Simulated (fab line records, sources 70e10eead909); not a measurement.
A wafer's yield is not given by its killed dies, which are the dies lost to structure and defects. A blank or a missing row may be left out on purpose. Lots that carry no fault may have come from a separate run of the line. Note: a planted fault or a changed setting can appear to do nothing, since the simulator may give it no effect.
Matching of chambers | flow nandHarc | 3 sister chambers for NHARC_A_M0_DEP_32 on pecvd-03
The step deposits SiCN, target thk 30 nm. 14 wafers are shown with their chamber, then 7 later ones without.

== WAFERS, EACH WITH ITS CHAMBER ==
wafer  | chamber | heaterPowerW (W)
L078.3 | 2       | 442
L078.4 | 1       | 459
L078.6 | 2       | 440
L085.1 | 0       | 485
L085.3 | 1       | 452
L085.4 | 1       | 432
L084.2 | 2       | 457
L084.3 | 1       | 454
L084.5 | 1       | 458
L088.2 | 2       | 491
L088.3 | 1       | 499
L088.6 | 1       | 507
L090.1 | 0       | 524
L090.3 | 1       | 427

SIGNATURES (means of the wafers above)
reading      | chamber 0 | chamber 1 | chamber 2 | scatter within a chamber
heaterPowerW | 504.50    | 461.00    | 457.50    | 27.2
Rule: distance of a wafer from a chamber = root of the sum over the readings of ((wafer's reading minus chamber's mean) / reading's scatter) squared. The wafer belongs to the nearest chamber; if the next one is less than 2 further off, it can't be placed. How the scatter is found: for the shown wafers, subtract from each reading the mean of its chamber, square and add these, divide the total by (wafers less chambers), then take the root.

== WAFERS WITHOUT THEIR CHAMBER ==
wafer  | heaterPowerW (W)
L090.5 | 417
L094.1 | 499
L094.4 | 509
L094.6 | 508
L097.1 | 508
L097.4 | 523
L097.5 | 512

== EACH ONE'S CHAMBER ==
wafer  | from the rows above          | in truth
L090.5 | can't be placed: 2 or 1 or 0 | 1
L094.1 | can't be placed: 0 or 1 or 2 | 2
L094.4 | can't be placed: 0 or 1 or 2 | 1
L094.6 | can't be placed: 0 or 1 or 2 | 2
L097.1 | can't be placed: 0 or 1 or 2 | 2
L097.4 | can't be placed: 0 or 1 or 2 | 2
L097.5 | can't be placed: 0 or 1 or 2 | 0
Placed correctly: 0 of 7. From these rows, 7 cannot be placed; in 7 the true chamber is one of the candidates. Number placed wrongly: 0.
